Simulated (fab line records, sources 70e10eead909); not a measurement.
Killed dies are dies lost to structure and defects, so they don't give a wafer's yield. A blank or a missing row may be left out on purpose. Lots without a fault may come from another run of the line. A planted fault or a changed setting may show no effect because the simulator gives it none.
Which tool did it? | flow nand_harc | 10 lots, 27 wafers sampled, at 9 steps of a route of 1302

WHAT THE GAUGES READ, wafer by wafer
NHARC_A_ONON_D1_THK_MEAS_21: measures by ellipsometry. Usual: thk_nm 1000 nm, standard deviation 12.
lot  | measured     | on            | thk_nm (nm)    | flag
L463 | day 8 22:47  | film_metro-02 | 985 984 985    |
L465 | day 9 23:29  | film_metro-02 | 1004 1003 1004 |
L467 | day 10 13:01 | film_metro-02 | 1004 1001 1002 |
L469 | day 11 17:01 | film_metro-01 | 1007 1006 1005 |
L477 | day 14 23:32 | film_metro-01 | 1008 1008 1006 |
L478 | day 15 05:11 | film_metro-01 | 1014 1016      |
L479 | day 15 21:41 | film_metro-02 | 1004 1005      |
L481 | day 16 04:28 | film_metro-02 | 979 977        |
L482 | day 17 04:27 | film_metro-01 | 1015 1016 1014 |
L484 | day 17 17:26 | film_metro-02 | 989 990 990    |

NHARC_A_CHANNEL_HOLE_D1_CD_MEAS_10: target cd 100 nm. Usual: cd_nm 99.9 nm, standard deviation 0.41.
lot  | measured     | on        | cd_nm (nm)       | flag
L463 | day 9 05:56  | cd_sem-02 | 100.4 99.9 99.6  |
L465 | day 10 04:20 | cd_sem-01 | 99.5 100.4 99.3  |
L467 | day 10 18:41 | cd_sem-02 | 100.0 100.0 99.7 |
L469 | day 12 01:50 | cd_sem-02 | 98.8 98.6 99.5   |
L477 | day 15 06:32 | cd_sem-02 | 99.6 99.6 100.3  |
L478 | day 15 14:11 | cd_sem-03 | 100.1 116.3      | OFF
L479 | day 16 02:31 | cd_sem-03 | 99.9 116.3       | OFF
L481 | day 16 11:07 | cd_sem-01 | 99.7 115.6       | OFF
L482 | day 17 09:22 | cd_sem-01 | 100.0 99.5 99.7  |
L484 | day 17 23:05 | cd_sem-01 | 99.8 100.4 100.5 |

NHARC_A_CHANNEL_HOLE_D1_CD_MEAS_30. Usual: cd_nm 89.8 nm, standard deviation 0.88.
lot  | measured     | on        | cd_nm (nm)     | flag
L463 | day 9 15:11  | cd_sem-03 | 90.9 91.2 90.5 |
L465 | day 10 11:13 | cd_sem-02 | 89.3 89.9 90.0 |
L467 | day 11 01:36 | cd_sem-01 | 89.9 90.3 89.6 |
L469 | day 12 08:59 | cd_sem-03 | 87.8 87.6 87.4 |
L477 | day 15 17:34 | cd_sem-03 | 89.1 89.1 89.6 |
L478 | day 15 21:43 | cd_sem-03 | 89.8 105.8     | OFF
L479 | day 16 11:07 | cd_sem-02 | 90.4 106.2     | OFF
L481 | day 16 18:14 | cd_sem-02 | 89.7 107.6     | OFF
L482 | day 17 19:42 | cd_sem-03 | 88.7 89.8 89.3 |
L484 | day 18 08:35 | cd_sem-02 | 89.4 88.7 90.6 |

NHARC_END_WLT_00. Usual: VT_DECK1_BOTTOM 0.869, standard deviation 0.0059; VT_DECK1_BOTTOM_INNER 0.869, standard deviation 0.0058; VT_DECK1_MEDIAN_NEAR_BOTTOM 0.870, standard deviation 0.0061; VT_DECK1_MEDIAN_NEAR_BOTTOM_INNER 0.870, standard deviation 0.006; VT_DECK1_MIDDLE 0.883, standard deviation 0.006; VT_DECK1_MIDDLE_INNER 0.882, standard deviation 0.0059; VT_DECK1_TOP 0.895, standard deviation 0.0062; VT_DECK1_TOP_INNER 0.894, standard deviation 0.006; VT_DECK2_BOTTOM 0.872, standard deviation 0.0078; VT_DECK2_BOTTOM_INNER 0.872, standard deviation 0.0078; VT_DECK2_MEDIAN_NEAR_BOTTOM 0.874, standard deviation 0.0082; VT_DECK2_MEDIAN_NEAR_BOTTOM_INNER 0.873, standard deviation 0.0085; VT_DECK2_MIDDLE 0.886, standard deviation 0.0074; VT_DECK2_MIDDLE_INNER 0.885, standard deviation 0.0069; VT_DECK2_TOP 0.896, standard deviation 0.0069; VT_DECK2_TOP_INNER 0.897, standard deviation 0.0069.
lot  | measured     | on        | VT_DECK1_BOTTOM   | VT_DECK1_BOTTOM_INNER | VT_DECK1_MEDIAN_NEAR_BOTTOM | VT_DECK1_MEDIAN_NEAR_BOTTOM_INNER | VT_DECK1_MIDDLE   | VT_DECK1_MIDDLE_INNER | VT_DECK1_TOP      | VT_DECK1_TOP_INNER | VT_DECK2_BOTTOM   | VT_DECK2_BOTTOM_INNER | VT_DECK2_MEDIAN_NEAR_BOTTOM | VT_DECK2_MEDIAN_NEAR_BOTTOM_INNER | VT_DECK2_MIDDLE   | VT_DECK2_MIDDLE_INNER | VT_DECK2_TOP      | VT_DECK2_TOP_INNER | flag
L463 | day 24 16:49 | prober-02 | 0.883 0.875 0.878 | 0.876 0.879 0.875     | 0.874 0.885 0.878           | 0.882 0.875 0.872                 | 0.882 0.896 0.894 | 0.891 0.895 0.883     | 0.908 0.897 0.903 | 0.902 0.895 0.897  | 0.869 0.871 0.873 | 0.880 0.874 0.874     | 0.880 0.876 0.880           | 0.873 0.866 0.869                 | 0.891 0.886 0.882 | 0.891 0.890 0.894     | 0.897 0.893 0.895 | 0.900 0.896 0.904  |
L465 | day 25 14:06 | prober-02 | 0.859 0.865 0.869 | 0.861 0.872 0.865     | 0.868 0.875 0.866           | 0.868 0.875 0.882                 | 0.884 0.881 0.887 | 0.881 0.883 0.879     | 0.899 0.891 0.895 | 0.896 0.888 0.893  | 0.883 0.874 0.870 | 0.876 0.873 0.875     | 0.878 0.881 0.877           | 0.871 0.881 0.880                 | 0.894 0.886 0.890 | 0.886 0.890 0.883     | 0.896 0.896 0.901 | 0.907 0.898 0.902  |
L467 | day 26 06:57 | prober-01 | 0.873 0.865 0.869 | 0.865 0.865 0.863     | 0.866 0.865 0.870           | 0.873 0.867 0.871                 | 0.877 0.883 0.885 | 0.880 0.878 0.883     | 0.891 0.894 0.887 | 0.893 0.890 0.888  | 0.855 0.862 0.862 | 0.868 0.864 0.860     | 0.860 0.855 0.865           | 0.869 0.856 0.859                 | 0.886 0.869 0.878 | 0.872 0.878 0.876     | 0.884 0.887 0.897 | 0.889 0.887 0.893  |
L469 | day 28 05:26 | prober-01 | 0.867 0.858 0.869 | 0.864 0.865 0.864     | 0.869 0.857 0.858           | 0.863 0.864 0.863                 | 0.882 0.874 0.881 | 0.878 0.882 0.880     | 0.894 0.899 0.886 | 0.898 0.890 0.899  | 0.878 0.886 0.884 | 0.883 0.880 0.886     | 0.881 0.883 0.890           | 0.873 0.884 0.883                 | 0.889 0.892 0.888 | 0.892 0.901 0.895     | 0.905 0.906 0.912 | 0.900 0.907 0.911  |
L477 | day 31 12:34 | prober-02 | 0.872 0.865 0.867 | 0.866 0.875 0.870     | 0.865 0.873 0.872           | 0.867 0.875 0.871                 | 0.889 0.888 0.885 | 0.885 0.884 0.887     | 0.893 0.903 0.897 | 0.897 0.901 0.894  | 0.875 0.865 0.867 | 0.860 0.867 0.868     | 0.865 0.859 0.872           | 0.869 0.871 0.875                 | 0.877 0.879 0.880 | 0.885 0.875 0.881     | 0.883 0.890 0.895 | 0.894 0.898 0.898  |
L478 | day 31 00:01 | prober-01 | 0.873 0.911       | 0.873 0.912           | 0.875 0.917                 | 0.870 0.910                       | 0.881 0.916       | 0.889 0.911           | 0.889 0.923       | 0.892 0.935        | 0.865 0.867       | 0.866 0.863           | 0.862 0.869                 | 0.863 0.856                       | 0.876 0.879       | 0.879 0.882           | 0.890 0.886       | 0.890 0.889        | OFF
L479 | day 32 18:00 | prober-02 | 0.874 0.912       | 0.862 0.908           | 0.875 0.915                 | 0.874 0.917                       | 0.887 0.917       | 0.882 0.911           | 0.889 0.925       | 0.893 0.928        | 0.860 0.861       | 0.863 0.870           | 0.874 0.870                 | 0.868 0.869                       | 0.888 0.886       | 0.879 0.887           | 0.899 0.891       | 0.895 0.896        | OFF
L481 | day 32 16:12 | prober-01 | 0.874 0.910       | 0.874 0.910           | 0.864 0.909                 | 0.874 0.905                       | 0.874 0.921       | 0.882 0.918           | 0.896 0.931       | 0.889 0.922        | 0.879 0.870       | 0.873 0.870           | 0.876 0.877                 | 0.886 0.879                       | 0.886 0.889       | 0.893 0.890           | 0.896 0.894       | 0.892 0.894        | OFF
L482 | day 33 07:52 | prober-01 | 0.877 0.869 0.873 | 0.868 0.878 0.872     | 0.878 0.873 0.878           | 0.870 0.874 0.881                 | 0.882 0.892 0.888 | 0.890 0.891 0.885     | 0.893 0.899 0.896 | 0.901 0.898 0.902  | 0.859 0.864 0.849 | 0.859 0.858 0.859     | 0.858 0.862 0.865           | 0.862 0.856 0.864                 | 0.882 0.879 0.870 | 0.868 0.878 0.876     | 0.885 0.892 0.880 | 0.891 0.885 0.881  |
L484 | day 33 15:37 | prober-01 | 0.867 0.871 0.868 | 0.869 0.869 0.867     | 0.863 0.868 0.876           | 0.868 0.871 0.873                 | 0.885 0.878 0.878 | 0.878 0.880 0.882     | 0.880 0.898 0.896 | 0.895 0.893 0.897  | 0.880 0.876 0.881 | 0.883 0.886 0.877     | 0.879 0.877 0.898           | 0.884 0.880 0.888                 | 0.892 0.889 0.887 | 0.897 0.890 0.894     | 0.898 0.903 0.905 | 0.910 0.904 0.911  |

NHARC_END_SORT_01. Usual: killed_at_array 60, standard deviation 21; killed_at_other 1.0, standard deviation 1.2; killed_at_periphery 4.2, standard deviation 2.8; killed_dies 65, standard deviation 20; killed_open 3.1, standard deviation 1.8; killed_short 2.6, standard deviation 1.6.
lot  | measured     | on        | killed_at_array | killed_at_other | killed_at_periphery | killed_dies | killed_open | killed_short | flag
L478 | day 31 03:18 | prober-01 | 61 189          | 5 3             | 2 0                 | 68 192      | 1 2         | 1 1          | OFF

WHICH TOOL RAN EACH LOT (tool, then ch and the chambers of the sampled wafers, then the start)
lot  | NHARC_A_ONON_D1_DEP_33          | NHARC_A_CHANNEL_HOLE_D1_DEP_01  | NHARC_A_CHANNEL_HOLE_D1_PEB_08    | NHARC_A_CHANNEL_HOLE_D1_XSEM_31
L463 | pecvd-02 ch 0,1,2, day 9 00:41  | pecvd-01 ch 0,1,2, day 9 05:25  | litho_track-06 ch 0, day 9 05:51  | xsem-02 ch 0, day 9 15:17
L465 | pecvd-04 ch 0,1,2, day 10 01:14 | pecvd-01 ch 0,1,2, day 10 03:46 | litho_track-06 ch 0, day 10 04:16 | xsem-01 ch 0, day 10 11:19
L467 | pecvd-04 ch 0,1,2, day 10 15:02 | pecvd-03 ch 1,2, day 10 18:02   | litho_track-06 ch 0, day 10 18:37 | xsem-01 ch 0, day 11 01:41
L469 | pecvd-02 ch 0,1,2, day 11 18:51 | pecvd-03 ch 0,1,2, day 12 01:11 | litho_track-06 ch 0, day 12 01:46 | xsem-02 ch 0, day 12 09:04
L477 | pecvd-02 ch 0,1,2, day 15 01:17 | pecvd-03 ch 0,1,2, day 15 05:57 | litho_track-06 ch 0, day 15 06:28 | xsem-01 ch 0, day 15 17:39
L478 | pecvd-04 ch 1,2, day 15 06:57   | pecvd-01 ch 1,2, day 15 13:35   | litho_track-06 ch 0, day 15 14:07 | xsem-01 ch 0, day 15 21:49
L479 | pecvd-03 ch 0,2, day 15 23:32   | pecvd-02 ch 1,2, day 16 01:58   | litho_track-06 ch 0, day 16 02:26 | xsem-01 ch 0, day 16 11:13
L481 | pecvd-04 ch 0,2, day 16 06:19   | pecvd-01 ch 1,2, day 16 10:23   | litho_track-06 ch 0, day 16 11:02 | xsem-02 ch 0, day 16 18:19
L482 | pecvd-02 ch 0,1,2, day 17 06:12 | pecvd-03 ch 0,1, day 17 08:40   | litho_track-01 ch 0, day 17 09:17 | xsem-01 ch 0, day 17 19:47
L484 | pecvd-04 ch 0,1,2, day 17 19:11 | pecvd-01 ch 0,1,2, day 17 22:31 | litho_track-04 ch 0, day 17 23:01 | xsem-01 ch 0, day 18 08:40
- NHARC_A_ONON_D1_DEP_33: deposits SiO2, target thk 200 nm.
- NHARC_A_CHANNEL_HOLE_D1_DEP_01: deposits SiON, target thk 140 nm.
- NHARC_A_CHANNEL_HOLE_D1_PEB_08: peb time 65 s.
- NHARC_A_CHANNEL_HOLE_D1_XSEM_31

WHAT THE TOOLS THEMSELVES READ (means of the sampled wafers that have a number; where no wafer has one, the mark that the record gives instead)
NHARC_A_ONON_D1_DEP_33. Usual: heater_power_w 517 W, standard deviation 58; throttle_valve_pct 16.0 %, standard deviation 0.4.
lot  | tool     | heater_power_w (W) | throttle_valve_pct (%) | flag
L463 | pecvd-02 | 551                | 16.3                   |
L465 | pecvd-04 | 502                | 15.9                   |
L467 | pecvd-04 | 496                | 16.2                   |
L469 | pecvd-02 | 514                | 15.8                   |
L477 | pecvd-02 | 570                | 16.0                   |
L478 | pecvd-04 | 440                | 16.0                   |
L479 | pecvd-03 | 540                | 15.8                   |
L481 | pecvd-04 | 478                | 16.2                   |
L482 | pecvd-02 | 548                | 15.9                   |
L484 | pecvd-04 | 520                | 16.3                   |

NHARC_A_CHANNEL_HOLE_D1_DEP_01. Usual: heater_power_w 713 W, standard deviation 71.
lot  | tool     | heater_power_w (W) | flag
L463 | pecvd-01 | 675                |
L465 | pecvd-01 | 650                |
L467 | pecvd-03 | 728                |
L469 | pecvd-03 | 754                |
L477 | pecvd-03 | 750                |
L478 | pecvd-01 | 606                |
L479 | pecvd-02 | 743                |
L481 | pecvd-01 | 669                |
L482 | pecvd-03 | 740                |
L484 | pecvd-01 | 688                |

NHARC_A_CHANNEL_HOLE_D1_PEB_08. Usual: heater_power_total_W 156.6 W, standard deviation 0.42.
lot  | tool           | heater_power_total_W (W) | flag
L463 | litho_track-06 | 156.6                    |
L465 | litho_track-06 | 156.5                    |
L467 | litho_track-06 | 156.7                    |
L469 | litho_track-06 | 156.6                    |
L477 | litho_track-06 | 156.5                    |
L478 | litho_track-06 | 156.8                    |
L479 | litho_track-06 | 156.6                    |
L481 | litho_track-06 | 156.4                    |
L482 | litho_track-01 | 156.6                    |
L484 | litho_track-04 | 156.7                    |

NHARC_A_CHANNEL_HOLE_D1_XSEM_31. Usual: bot_cd_nm 74.3 nm, standard deviation 1; bow_nm 8.65 nm, standard deviation 0.29; tilt_deg 0.08 degrees, standard deviation 0.038.
lot  | tool    | bot_cd_nm (nm) | bow_nm (nm) | tilt_deg (degrees) | flag
L463 | xsem-02 | 76.0           | 8.56        | 0.09               |
L465 | xsem-01 | 74.6           | 8.94        | 0.07               |
L467 | xsem-01 | 75.6           | 8.48        | 0.13               |
L469 | xsem-02 | 72.5           | 8.40        | 0.10               |
L477 | xsem-01 | 74.2           | 8.81        | 0.08               |
L478 | xsem-01 | 80.8           | 9.20        | 0.10               | OFF
L479 | xsem-01 | 83.0           | 8.57        | 0.06               | OFF
L481 | xsem-02 | 83.2           | 8.32        | 0.09               | OFF
L482 | xsem-01 | 74.1           | 9.11        | 0.08               |
L484 | xsem-01 | 73.7           | 8.10        | 0.14               |

THE ANSWER, worked out from the rows above alone
Rule: a lot is off if the mean of its wafers that have a number lies more than 3 standard deviations from the usual mean. A lot without any number at a reading at which 4 lots or more have one is off too. The other lots that the step has rows for count as sound. The gauges are gone through in route order, then the tools' own readings, and for those a lot's mean is taken as printed above. The first step at which some lot is off is used, and at that step the reading that is off furthest; a lot without a number counts as furthest.
Off: L478, L479, L481, at NHARC_A_CHANNEL_HOLE_D1_CD_MEAS_10 (cd_nm).
A tool fits if, at a process step before that reading, it ran every lot that is off, and no sound lot after the first of them. The gauges at NHARC_A_CHANNEL_HOLE_D1_CD_MEAS_10 aren't tried: what is off there is off at NHARC_END_WLT_00 too, on other tools, and a gauge's error can't cause that. One fits: litho_track-06 at NHARC_A_CHANNEL_HOLE_D1_PEB_08. Its last sound lot is L477 (day 15 06:28), its first lot that is off L478 (day 15 14:07): a fault that began between those two fits.

WHAT THE SIMULATOR HAD PUT IN
Process parameter drift: litho_track-06, from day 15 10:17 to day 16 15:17, at NHARC_A_CHANNEL_HOLE_D1_PEB_08. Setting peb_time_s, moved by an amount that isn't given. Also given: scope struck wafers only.
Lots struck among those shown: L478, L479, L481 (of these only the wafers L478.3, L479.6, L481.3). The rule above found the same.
